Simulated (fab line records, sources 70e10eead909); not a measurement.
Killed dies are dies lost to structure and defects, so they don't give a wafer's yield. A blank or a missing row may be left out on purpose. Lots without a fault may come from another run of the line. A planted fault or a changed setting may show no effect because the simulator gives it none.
Which tool did it? | flow nand_harc | 12 lots, 36 wafers sampled, at 6 steps of a route of 1159

WHAT THE GAUGES READ, wafer by wafer
NHARC_A_BLC_CD_MEAS_10: target cd 100 nm. Usual: cd_nm 99.9 nm, standard deviation 0.57.
lot  | measured     | on        | cd_nm (nm)        | flag
L962 | day 17 18:29 | cd_sem-03 | 100.7 100.1 99.4  |
L959 | day 17 19:15 | cd_sem-01 | 100.4 100.1 100.3 |
L961 | day 18 01:11 | cd_sem-01 | 100.6 100.6 100.3 |
L965 | day 18 11:51 | cd_sem-01 | 99.2 99.4 99.6    |
L966 | day 18 16:30 | cd_sem-02 | 105.4 104.8 105.3 | OFF
L967 | day 19 07:38 | cd_sem-03 | 104.3 104.3 103.9 | OFF
L976 | day 21 14:01 | cd_sem-03 | 99.2 100.5 99.0   |
L977 | day 22 00:08 | cd_sem-01 | 99.3 99.6 99.4    |
L981 | day 22 11:40 | cd_sem-03 | 99.6 100.1 99.1   |
L979 | day 22 17:21 | cd_sem-02 | 99.2 100.1 99.1   |
L980 | day 22 23:17 | cd_sem-02 | 99.3 99.4 100.3   |
L982 | day 23 17:07 | cd_sem-03 | 100.4 100.6 100.2 |

NHARC_A_BLC_INSPECT_12. Usual: raw_defect_count 33, standard deviation 14.
lot  | measured     | on                | raw_defect_count | flag
L962 | day 17 18:37 | defect_inspect-02 | 25 17 22         |
L959 | day 17 19:22 | defect_inspect-01 | 11 7 11          |
L961 | day 18 01:19 | defect_inspect-01 | 18 23 25         |
L965 | day 18 11:59 | defect_inspect-01 | 37 34 45         |
L966 | day 18 16:38 | defect_inspect-02 | 24 37 37         |
L967 | day 19 07:45 | defect_inspect-01 | 32 28 27         |
L976 | day 21 14:08 | defect_inspect-01 | 37 39 49         |
L977 | day 22 00:16 | defect_inspect-02 | 21 19 19         |
L981 | day 22 11:47 | defect_inspect-02 | 17 35 31         |
L979 | day 22 17:29 | defect_inspect-02 | 63 62 50         |
L980 | day 22 23:24 | defect_inspect-01 | 42 38 48         |
L982 | day 23 17:14 | defect_inspect-02 | 21 28 19         |

NHARC_END_SORT_01. Usual: killed_at_array 29, standard deviation 11; killed_at_other 0.6, standard deviation 0.75; killed_at_periphery 3.1, standard deviation 2.1; killed_dies 32, standard deviation 11; killed_open 3.0, standard deviation 1.8; killed_short 1.8, standard deviation 1.3.
lot  | measured     | on        | killed_at_array | killed_at_other | killed_at_periphery | killed_dies | killed_open | killed_short | flag
L962 | day 20 03:46 | prober-02 | 31 18 26        | 0 0 0           | 6 3 4               | 37 21 30    | 7 2 5       | 4 1 2        |
L959 | day 20 10:50 | prober-01 | 10 11 14        | 0 0 1           | 2 8 4               | 12 19 19    | 1 4 5       | 0 5 1        |
L961 | day 20 11:32 | prober-02 | 13 14 22        | 0 0 0           | 7 4 0               | 20 18 22    | 4 2 1       | 2 1 4        |
L965 | day 20 18:35 | prober-02 | 31 33 40        | 0 0 1           | 5 2 6               | 36 35 47    | 3 2 3       | 0 2 4        |
L966 | day 20 18:38 | prober-01 | 18 34 31        | 0 0 0           | 4 2 6               | 22 36 37    | 5 4 2       | 1 1 2        |
L967 | day 21 10:37 | prober-02 | 30 24 23        | 0 0 0           | 4 7 3               | 34 31 26    | 3 3 4       | 2 3 1        |

WHICH TOOL RAN EACH LOT (tool, then ch and the chambers of the sampled wafers, then the start)
lot  | NHARC_A_CONTACT_ETCH_137             | NHARC_A_BLC_EXPOSE_07              | NHARC_A_BLC_ETCH_16
L962 | har_cap_etch-03 ch 0,1, day 17 13:55 | arfi_scanner-02 ch 0, day 17 18:21 | rie_diel-02 ch 1,2, day 17 18:46
L959 | har_cap_etch-02 ch 0,1, day 17 14:53 | arfi_scanner-03 ch 0, day 17 19:06 | rie_diel-04 ch 0,2, day 17 19:31
L961 | har_cap_etch-02 ch 0, day 17 20:46   | arfi_scanner-03 ch 0, day 18 01:02 | rie_diel-04 ch 2,3, day 18 01:28
L965 | har_cap_etch-03 ch 1, day 18 03:11   | arfi_scanner-02 ch 0, day 18 11:43 | rie_diel-02 ch 0,1,3, day 18 12:08
L966 | har_cap_etch-03 ch 0,1, day 18 11:33 | arfi_scanner-02 ch 0, day 18 16:22 | rie_diel-02 ch 1,2, day 18 16:46
L967 | har_cap_etch-01 ch 0,1, day 19 00:37 | arfi_scanner-02 ch 0, day 19 07:29 | rie_diel-04 ch 0,3, day 19 07:54
L976 | har_cap_etch-02 ch 0,1, day 21 03:30 | arfi_scanner-01 ch 0, day 21 13:52 | rie_diel-02 ch 0,1,3, day 21 14:17
L977 | har_cap_etch-02 ch 0,1, day 21 15:39 | arfi_scanner-01 ch 0, day 22 00:01 | rie_diel-04 ch 0,1,2, day 22 00:25
L981 | har_cap_etch-03 ch 0,1, day 22 06:41 | arfi_scanner-03 ch 0, day 22 11:31 | rie_diel-02 ch 0,1, day 22 11:58
L979 | har_cap_etch-02 ch 0,1, day 22 10:26 | arfi_scanner-01 ch 0, day 22 17:13 | rie_diel-04 ch 0,1,2, day 22 17:38
L980 | har_cap_etch-03 ch 0,1, day 22 16:19 | arfi_scanner-01 ch 0, day 22 23:08 | rie_diel-04 ch 0,1,2, day 22 23:34
L982 | har_cap_etch-02 ch 0,1, day 23 13:02 | arfi_scanner-03 ch 0, day 23 16:59 | rie_diel-02 ch 1,2, day 23 17:23
- NHARC_A_CONTACT_ETCH_137: etches the open film in C4F8/O2/Ar, time 132 s, target depth 1287 nm.
- NHARC_A_BLC_EXPOSE_07: exposes mask A BLC, target cd 100 nm.
- NHARC_A_BLC_ETCH_16: etches the open film in CF4, target depth 39 nm, time 65 s.

WHAT THE TOOLS THEMSELVES READ (means of the sampled wafers that have a number; where no wafer has one, the mark that the record gives instead)
NHARC_A_BLC_EXPOSE_07. Usual: exposure_dose_mJ_cm2 67.94, standard deviation 0.071.
lot  | tool            | exposure_dose_mJ_cm2 | flag
L962 | arfi_scanner-02 | 68.03                |
L959 | arfi_scanner-03 | 67.97                |
L961 | arfi_scanner-03 | 68.06                |
L965 | arfi_scanner-02 | 68.04                |
L966 | arfi_scanner-02 | 73.55                | OFF
L967 | arfi_scanner-02 | 72.47                | OFF
L976 | arfi_scanner-01 | 67.91                |
L977 | arfi_scanner-01 | 67.92                |
L981 | arfi_scanner-03 | 67.99                |
L979 | arfi_scanner-01 | 67.92                |
L980 | arfi_scanner-01 | 67.87                |
L982 | arfi_scanner-03 | 67.93                |

NHARC_A_BLC_ETCH_16. Usual: bias_w 99.99 W, standard deviation 0.28; drypump_motor_current_A 5.8 A, standard deviation 0.44; oes_product_au 0.998 a.u., standard deviation 0.012; rf_vpp_V 151.2 V, standard deviation 1.4; showerhead_plenum_p_Torr 1.77 Torr, standard deviation 0.087; throttle_valve_pct 13.283 %, standard deviation 0.0091.
lot  | tool        | bias_w (W) | drypump_motor_current_A (A) | oes_product_au (a.u.) | rf_vpp_V (V) | showerhead_plenum_p_Torr (Torr) | throttle_valve_pct (%) | flag
L962 | rie_diel-02 | 100.30     | 6.0                         | 0.991                 | 151.0        | 1.78                            | 13.281                 |
L959 | rie_diel-04 | 100.14     | 6.1                         | 1.004                 | 150.4        | 1.65                            | 13.279                 |
L961 | rie_diel-04 | 99.88      | 5.6                         | 1.004                 | 149.8        | 1.66                            | 13.281                 |
L965 | rie_diel-02 | 99.98      | 6.0                         | 1.001                 | 152.0        | 1.85                            | 13.283                 |
L966 | rie_diel-02 | 100.07     | 6.0                         | 1.004                 | 152.0        | 1.83                            | 13.283                 |
L967 | rie_diel-04 | 99.95      | 6.1                         | 0.987                 | 149.2        | 1.66                            | 13.279                 |
L976 | rie_diel-02 | 99.87      | 6.0                         | 0.999                 | 152.9        | 1.85                            | 13.283                 |
L977 | rie_diel-04 | 100.15     | 5.8                         | 1.003                 | 150.3        | 1.69                            | 13.291                 |
L981 | rie_diel-02 | 100.01     | 6.0                         | 0.997                 | 152.5        | 1.88                            | 13.280                 |
L979 | rie_diel-04 | 100.13     | 5.9                         | 1.002                 | 150.6        | 1.69                            | 13.285                 |
L980 | rie_diel-04 | 99.97      | 5.9                         | 1.010                 | 150.9        | 1.69                            | 13.288                 |
L982 | rie_diel-02 | 99.94      | 6.0                         | 0.994                 | 153.1        | 1.83                            | 13.281                 |

THE ANSWER, worked out from the rows above alone
Rule: a lot is off if the mean of its wafers that have a number lies more than 3 standard deviations from the usual mean. A lot without any number at a reading at which 4 lots or more have one is off too. The other lots that the step has rows for count as sound. The gauges are gone through in route order, then the tools' own readings, and for those a lot's mean is taken as printed above. The first step at which some lot is off is used, and at that step the reading that is off furthest; a lot without a number counts as furthest.
Off: L966, L967, at NHARC_A_BLC_CD_MEAS_10 (cd_nm).
A tool fits if, at a process step before that reading, it ran every lot that is off, and no sound lot after the first of them. The gauges at NHARC_A_BLC_CD_MEAS_10 aren't tried: what is off there is off at NHARC_A_BLC_EXPOSE_07 too, on other tools, and a gauge's error can't cause that. One fits: arfi_scanner-02 at NHARC_A_BLC_EXPOSE_07. Its last sound lot is L965 (day 18 11:43), its first lot that is off L966 (day 18 16:22): a fault that began between those two fits.
The tool's own readings at NHARC_A_BLC_EXPOSE_07 bear it out: on the lots that are off they differ by more than 5 times the standard deviation of the sound lots' means. exposure_dose_mJ_cm2 reads 73.01 there against 67.96 on the sound lots.

WHAT THE SIMULATOR HAD PUT IN
Process parameter drift: arfi_scanner-02, from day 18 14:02 on, at NHARC_A_BLC_EXPOSE_07. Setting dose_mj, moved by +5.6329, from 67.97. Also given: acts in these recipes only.
Lots struck among those shown: L966, L967. The rule above found the same.
